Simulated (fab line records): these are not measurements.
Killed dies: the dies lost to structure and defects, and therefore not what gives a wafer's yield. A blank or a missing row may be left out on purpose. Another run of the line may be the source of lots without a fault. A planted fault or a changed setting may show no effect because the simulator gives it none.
Chamber matching	flow nand-harc	4 sister chambers for NHARC_A_STAIRCASE_ETCHBACK_422 on rie-diel-13
The step etches the open film in CH3F/O2, target depth 40 nm, time 74.286 s. 14 wafers are shown with their chamber, then 7 later ones without.

## EACH WAFER AND ITS CHAMBER
wafer	chamber	showerhead-plenum-p-Torr (Torr)	drypump-motor-current-A (A)	rf-vpp-V (V)
L269.2	2	2.52	6.2	245.5
L269.3	0	2.64	5.5	247.6
L269.6	1	2.37	5.6	243.7
L277.1	2	2.51	6.2	245.8
L277.2	0	2.63	5.4	246.9
L277.5	1	2.36	5.6	244.0
L278.2	2	2.51	6.2	245.3
L278.4	3	2.53	6.2	245.2
L278.5	1	2.36	5.6	243.0
L280.2	3	2.53	6.2	244.5
L280.3	2	2.51	6.3	244.7
L280.4	1	2.36	5.6	242.7
L285.2	3	2.52	6.3	245.8
L285.3	0	2.62	5.4	246.9

SIGNATURES, as means of the wafers listed above
reading	chamber 0	chamber 1	chamber 2	chamber 3	scatter within a chamber
showerhead-plenum-p-Torr	2.6300	2.3625	2.5125	2.5267	0.00645
drypump-motor-current-A	5.433	5.600	6.225	6.233	0.0456
rf-vpp-V	247.133	243.350	245.325	245.167	0.54
Rule: a wafer's distance from a chamber is the root of the sum, over the readings, of the square of ((its reading less the chamber's mean) divided by the reading's scatter). If the next closest chamber is less than 2 further off than the closest, the wafer can't be placed; otherwise it belongs to the closest. The scatter is the square root of a quotient: the sum, over the shown wafers, of each reading's squared deviation from its chamber's mean, divided by wafers minus chambers.

## WAFERS WHOSE CHAMBER IS MISSING
wafer	showerhead-plenum-p-Torr (Torr)	drypump-motor-current-A (A)	rf-vpp-V (V)
L285.5	2.52	6.2	245.9
L290.2	2.34	5.6	241.9
L290.5	2.49	6.2	245.3
L290.6	2.51	6.2	245.9
L292.1	2.61	5.4	247.4
L292.2	2.51	6.3	242.9
L292.5	2.51	6.3	245.7

## WHICH CHAMBER EACH WENT THROUGH
wafer	from the rows above	in truth
L285.5	can't be placed: 2 or 3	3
L290.2	1	1
L290.5	2	2
L290.6	can't be placed: 2 or 3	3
L292.1	0	0
L292.2	can't be placed: 2 or 3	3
L292.5	can't be placed: 2 or 3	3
Correctly placed: 3 of 7. From these rows, 4 cannot be placed; in 4 the true chamber is one of the candidates. Placed wrongly: 0.
